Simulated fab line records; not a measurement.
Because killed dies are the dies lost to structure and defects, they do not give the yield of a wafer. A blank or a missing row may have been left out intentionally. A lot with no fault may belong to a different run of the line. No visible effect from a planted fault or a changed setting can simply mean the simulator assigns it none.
Which of the tools did it? / flow n5 finfet / Sampling: 24 lots, 72 wafers, 3 of 1938 route steps

WHAT EACH GAUGE READ, for each wafer
N5_BEOL_M4_OVL_MEAS_29.
lot=L074; measured=day 10 05:30; on=overlay-01; V3_OVL (nm)=0.4 -0.6 0.7
lot=L075; measured=day 10 09:46; on=overlay-02; V3_OVL (nm)=-0.5 0.9 0.2
lot=L077; measured=day 10 10:28; on=overlay-02; V3_OVL (nm)=-0.2 0.5 1.0
lot=L076; measured=day 10 16:09; on=overlay-01; V3_OVL (nm)=1.2 0.3 0.3
lot=L080; measured=day 11 02:16; on=overlay-02; V3_OVL (nm)=1.4 2.6 1.7
lot=L078; measured=day 11 02:22; on=overlay-01; V3_OVL (nm)=0.8 0.9 1.0
lot=L082; measured=day 11 05:19; on=overlay-02; V3_OVL (nm)=-1.0 -0.3 0.4
lot=L079; measured=day 11 07:03; on=overlay-02; V3_OVL (nm)=0.1 0.1 0.4
lot=L084; measured=day 11 11:55; on=overlay-01; V3_OVL (nm)=-0.4 -0.4 -0.5
lot=L086; measured=day 11 16:46; on=overlay-01; V3_OVL (nm)=0.6 0.8 0.8
lot=L081; measured=day 11 16:56; on=overlay-01; V3_OVL (nm)=0.6 0.4 1.0
lot=L083; measured=day 12 01:11; on=overlay-02; V3_OVL (nm)=1.8 -0.5 0.5
lot=L085; measured=day 12 08:28; on=overlay-01; V3_OVL (nm)=1.3 1.1 0.3
lot=L089; measured=day 13 10:25; on=overlay-01; V3_OVL (nm)=-0.2 0.5 0.1
lot=L090; measured=day 13 18:08; on=overlay-01; V3_OVL (nm)=0.8 0.6 0.8
lot=L087; measured=day 13 18:19; on=overlay-01; V3_OVL (nm)=1.0 0.4 1.4
lot=L088; measured=day 13 20:17; on=overlay-01; V3_OVL (nm)=0.7 0.9 0.8
lot=L091; measured=day 15 02:34; on=overlay-02; V3_OVL (nm)=0.2 -0.3 0.0
lot=L092; measured=day 15 02:45; on=overlay-01; V3_OVL (nm)=-0.1 0.4 1.5
lot=L094; measured=day 15 04:27; on=overlay-02; V3_OVL (nm)=0.6 0.1 0.6
lot=L096; measured=day 15 15:43; on=overlay-01; V3_OVL (nm)=0.1 0.1 0.1
lot=L093; measured=day 15 15:50; on=overlay-02; V3_OVL (nm)=0.4 0.2 0.9
lot=L095; measured=day 15 23:10; on=overlay-02; V3_OVL (nm)=-0.3 1.9 -0.3
lot=L097; measured=day 16 18:39; on=overlay-02; V3_OVL (nm)=0.2 -0.1 0.2

WHAT TOOL EACH LOT RAN ON (gives the tool, then ch and the chambers of the sampled wafers, and finally the start)
lot=L074; N5_BEOL_M4_HM_DEP_02=pvd sputter-03, day 10 03:57; N5_BEOL_M4_STRIP_19=rie diel-03 ch 1,2,3, day 10 05:05
lot=L075; N5_BEOL_M4_HM_DEP_02=pvd sputter-03, day 10 08:23; N5_BEOL_M4_STRIP_19=rie diel-01 ch 0,2,3, day 10 09:20
lot=L077; N5_BEOL_M4_HM_DEP_02=pvd sputter-01, day 10 09:09; N5_BEOL_M4_STRIP_19=rie diel-01 ch 0,1,3, day 10 10:02
lot=L076; N5_BEOL_M4_HM_DEP_02=pvd sputter-01, day 10 14:32; N5_BEOL_M4_STRIP_19=rie diel-03 ch 0,1,3, day 10 15:42
lot=L080; N5_BEOL_M4_HM_DEP_02=pvd sputter-03, day 11 00:43; N5_BEOL_M4_STRIP_19=rie diel-01 ch 0,1, day 11 01:43
lot=L078; N5_BEOL_M4_HM_DEP_02=pvd sputter-01, day 11 00:46; N5_BEOL_M4_STRIP_19=rie diel-03 ch 1,3, day 11 01:57
lot=L082; N5_BEOL_M4_HM_DEP_02=pvd sputter-02, day 11 03:53; N5_BEOL_M4_STRIP_19=rie diel-04 ch 0,1,2, day 11 04:46
lot=L079; N5_BEOL_M4_HM_DEP_02=pvd sputter-01, day 11 05:37; N5_BEOL_M4_STRIP_19=rie diel-01 ch 2,3, day 11 06:37
lot=L084; N5_BEOL_M4_HM_DEP_02=pvd sputter-01, day 11 10:14; N5_BEOL_M4_STRIP_19=rie diel-03 ch 0,3, day 11 11:22
lot=L086; N5_BEOL_M4_HM_DEP_02=pvd sputter-01, day 11 15:08; N5_BEOL_M4_STRIP_19=rie diel-04 ch 0,1,3, day 11 16:13
lot=L081; N5_BEOL_M4_HM_DEP_02=pvd sputter-03, day 11 15:09; N5_BEOL_M4_STRIP_19=rie diel-01 ch 0,1, day 11 16:13
lot=L083; N5_BEOL_M4_HM_DEP_02=pvd sputter-01, day 11 23:46; N5_BEOL_M4_STRIP_19=rie diel-01 ch 1,2,3, day 12 00:46
lot=L085; N5_BEOL_M4_HM_DEP_02=pvd sputter-02, day 12 07:02; N5_BEOL_M4_STRIP_19=rie diel-04 ch 0,1,2, day 12 07:55
lot=L089; N5_BEOL_M4_HM_DEP_02=pvd sputter-02, day 13 08:26; N5_BEOL_M4_STRIP_19=rie diel-03 ch 0,2,3, day 13 09:59
lot=L090; N5_BEOL_M4_HM_DEP_02=pvd sputter-01, day 13 16:25; N5_BEOL_M4_STRIP_19=rie diel-04 ch 0,3, day 13 17:35
lot=L087; N5_BEOL_M4_HM_DEP_02=pvd sputter-01, day 13 16:40; N5_BEOL_M4_STRIP_19=rie diel-03 ch 0,3, day 13 17:45
lot=L088; N5_BEOL_M4_HM_DEP_02=pvd sputter-03, day 13 18:31; N5_BEOL_M4_STRIP_19=rie diel-04 ch 0,3, day 13 19:52
lot=L091; N5_BEOL_M4_HM_DEP_02=pvd sputter-02, day 15 01:06; N5_BEOL_M4_STRIP_19=rie diel-03 ch 2,3, day 15 02:01
lot=L092; N5_BEOL_M4_HM_DEP_02=pvd sputter-02, day 15 01:19; N5_BEOL_M4_STRIP_19=rie diel-01 ch 0,2, day 15 02:19
lot=L094; N5_BEOL_M4_HM_DEP_02=pvd sputter-03, day 15 02:58; N5_BEOL_M4_STRIP_19=rie diel-04 ch 0,1,2, day 15 04:02
lot=L096; N5_BEOL_M4_HM_DEP_02=pvd sputter-01, day 15 14:04; N5_BEOL_M4_STRIP_19=rie diel-04 ch 1,2, day 15 15:11
lot=L093; N5_BEOL_M4_HM_DEP_02=pvd sputter-03, day 15 14:28; N5_BEOL_M4_STRIP_19=rie diel-01 ch 0,2, day 15 15:25
lot=L095; N5_BEOL_M4_HM_DEP_02=pvd sputter-02, day 15 21:52; N5_BEOL_M4_STRIP_19=rie diel-03 ch 0,1,3, day 15 22:44
lot=L097; N5_BEOL_M4_HM_DEP_02=pvd sputter-02, day 16 17:10; N5_BEOL_M4_STRIP_19=rie diel-03 ch 0,2,3, day 16 18:13
- N5_BEOL_M4_HM_DEP_02: deposits TiN, target thk 20 nm.
- N5_BEOL_M4_STRIP_19: strips in O2.

WHAT THE TOOLS THEMSELVES READ (means of the sampled wafers that have a number; where no wafer has one, the mark that the record gives instead)
N5_BEOL_M4_HM_DEP_02.
lot=L074; tool=pvd sputter-03; throttle valve pct (%)=29.5
lot=L075; tool=pvd sputter-03; throttle valve pct (%)=30.4
lot=L077; tool=pvd sputter-01; throttle valve pct (%)=30.0
lot=L076; tool=pvd sputter-01; throttle valve pct (%)=29.6
lot=L080; tool=pvd sputter-03; throttle valve pct (%)=29.9
lot=L078; tool=pvd sputter-01; throttle valve pct (%)=30.3
lot=L082; tool=pvd sputter-02; throttle valve pct (%)=30.0
lot=L079; tool=pvd sputter-01; throttle valve pct (%)=30.1
lot=L084; tool=pvd sputter-01; throttle valve pct (%)=30.0
lot=L086; tool=pvd sputter-01; throttle valve pct (%)=30.1
lot=L081; tool=pvd sputter-03; throttle valve pct (%)=29.2
lot=L083; tool=pvd sputter-01; throttle valve pct (%)=30.6
lot=L085; tool=pvd sputter-02; throttle valve pct (%)=29.7
lot=L089; tool=pvd sputter-02; throttle valve pct (%)=29.9
lot=L090; tool=pvd sputter-01; throttle valve pct (%)=30.3
lot=L087; tool=pvd sputter-01; throttle valve pct (%)=29.6
lot=L088; tool=pvd sputter-03; throttle valve pct (%)=30.6
lot=L091; tool=pvd sputter-02; throttle valve pct (%)=30.0
lot=L092; tool=pvd sputter-02; throttle valve pct (%)=29.7
lot=L094; tool=pvd sputter-03; throttle valve pct (%)=30.6
lot=L096; tool=pvd sputter-01; throttle valve pct (%)=29.9
lot=L093; tool=pvd sputter-03; throttle valve pct (%)=29.4
lot=L095; tool=pvd sputter-02; throttle valve pct (%)=29.7
lot=L097; tool=pvd sputter-02; throttle valve pct (%)=30.0

N5_BEOL_M4_STRIP_19.
lot=L074; tool=rie diel-03; drypump motor current A (A)=5.79; oes product au (a.u.)=0.76; rf vpp V (V)=4.0; showerhead plenum p Torr (Torr)=2.05; throttle valve pct (%)=16.67
lot=L075; tool=rie diel-01; drypump motor current A (A)=5.73; oes product au (a.u.)=0.84; rf vpp V (V)=3.1; showerhead plenum p Torr (Torr)=2.04; throttle valve pct (%)=16.59
lot=L077; tool=rie diel-01; drypump motor current A (A)=5.70; oes product au (a.u.)=0.87; rf vpp V (V)=3.3; showerhead plenum p Torr (Torr)=2.08; throttle valve pct (%)=16.43
lot=L076; tool=rie diel-03; drypump motor current A (A)=5.65; oes product au (a.u.)=0.74; rf vpp V (V)=3.5; showerhead plenum p Torr (Torr)=2.02; throttle valve pct (%)=16.73
lot=L080; tool=rie diel-01; drypump motor current A (A)=5.61; oes product au (a.u.)=0.81; rf vpp V (V)=3.3; showerhead plenum p Torr (Torr)=2.12; throttle valve pct (%)=16.59
lot=L078; tool=rie diel-03; drypump motor current A (A)=5.74; oes product au (a.u.)=0.77; rf vpp V (V)=3.5; showerhead plenum p Torr (Torr)=2.00; throttle valve pct (%)=16.75
lot=L082; tool=rie diel-04; drypump motor current A (A)=5.72; oes product au (a.u.)=0.93; rf vpp V (V)=3.1; showerhead plenum p Torr (Torr)=2.09; throttle valve pct (%)=16.57
lot=L079; tool=rie diel-01; drypump motor current A (A)=5.72; oes product au (a.u.)=0.79; rf vpp V (V)=3.8; showerhead plenum p Torr (Torr)=2.07; throttle valve pct (%)=16.76
lot=L084; tool=rie diel-03; drypump motor current A (A)=5.57; oes product au (a.u.)=0.71; rf vpp V (V)=3.4; showerhead plenum p Torr (Torr)=2.04; throttle valve pct (%)=16.72
lot=L086; tool=rie diel-04; drypump motor current A (A)=5.67; oes product au (a.u.)=0.84; rf vpp V (V)=4.0; showerhead plenum p Torr (Torr)=2.10; throttle valve pct (%)=16.80
lot=L081; tool=rie diel-01; drypump motor current A (A)=5.68; oes product au (a.u.)=0.81; rf vpp V (V)=3.3; showerhead plenum p Torr (Torr)=2.06; throttle valve pct (%)=16.59
lot=L083; tool=rie diel-01; drypump motor current A (A)=5.68; oes product au (a.u.)=0.81; rf vpp V (V)=3.4; showerhead plenum p Torr (Torr)=2.10; throttle valve pct (%)=16.60
lot=L085; tool=rie diel-04; drypump motor current A (A)=5.71; oes product au (a.u.)=0.91; rf vpp V (V)=3.5; showerhead plenum p Torr (Torr)=2.09; throttle valve pct (%)=16.58
lot=L089; tool=rie diel-03; drypump motor current A (A)=5.72; oes product au (a.u.)=0.72; rf vpp V (V)=3.6; showerhead plenum p Torr (Torr)=2.06; throttle valve pct (%)=16.71
lot=L090; tool=rie diel-04; drypump motor current A (A)=5.65; oes product au (a.u.)=0.82; rf vpp V (V)=3.4; showerhead plenum p Torr (Torr)=2.10; throttle valve pct (%)=16.94
lot=L087; tool=rie diel-03; drypump motor current A (A)=5.61; oes product au (a.u.)=0.72; rf vpp V (V)=3.9; showerhead plenum p Torr (Torr)=2.00; throttle valve pct (%)=16.62
lot=L088; tool=rie diel-04; drypump motor current A (A)=5.65; oes product au (a.u.)=0.81; rf vpp V (V)=4.3; showerhead plenum p Torr (Torr)=2.10; throttle valve pct (%)=16.95
lot=L091; tool=rie diel-03; drypump motor current A (A)=5.76; oes product au (a.u.)=0.72; rf vpp V (V)=4.0; showerhead plenum p Torr (Torr)=2.02; throttle valve pct (%)=16.61
lot=L092; tool=rie diel-01; drypump motor current A (A)=5.72; oes product au (a.u.)=0.76; rf vpp V (V)=3.5; showerhead plenum p Torr (Torr)=2.02; throttle valve pct (%)=16.81
lot=L094; tool=rie diel-04; drypump motor current A (A)=5.73; oes product au (a.u.)=0.87; rf vpp V (V)=3.0; showerhead plenum p Torr (Torr)=2.09; throttle valve pct (%)=16.61
lot=L096; tool=rie diel-04; drypump motor current A (A)=5.56; oes product au (a.u.)=0.88; rf vpp V (V)=3.7; showerhead plenum p Torr (Torr)=2.11; throttle valve pct (%)=16.49
lot=L093; tool=rie diel-01; drypump motor current A (A)=5.71; oes product au (a.u.)=0.75; rf vpp V (V)=3.2; showerhead plenum p Torr (Torr)=2.02; throttle valve pct (%)=16.81
lot=L095; tool=rie diel-03; drypump motor current A (A)=5.64; oes product au (a.u.)=0.80; rf vpp V (V)=3.6; showerhead plenum p Torr (Torr)=2.01; throttle valve pct (%)=16.64
lot=L097; tool=rie diel-03; drypump motor current A (A)=5.70; oes product au (a.u.)=0.77; rf vpp V (V)=3.7; showerhead plenum p Torr (Torr)=2.06; throttle valve pct (%)=16.60

THE ANSWER, worked out from the rows above alone
Rule: what is usual is taken from the lots themselves. Put in order of their means at a reading, lots are off if they are a third of the lots or fewer, leave a main group of 4 or more, and stand apart from it by a gap of 3 or more times the standard deviation of the main group's means; of several such gaps the widest counts. Not used: any main group whose means are identical at the precision the tables above print for the reading. A lot without any number at a reading at which 4 lots or more have one is off too. All remaining lots with rows at the step are treated as sound. After the gauges, taken in route order, come the tools' own readings; for these a lot's mean is taken, as printed above. At the first step where some lot is off, the reading lying furthest off is the one used; lots without a number count as furthest.
Nothing can be told from this: no lot is off at any reading shown.

WHAT HAD BEEN PUT IN BY THE SIMULATOR
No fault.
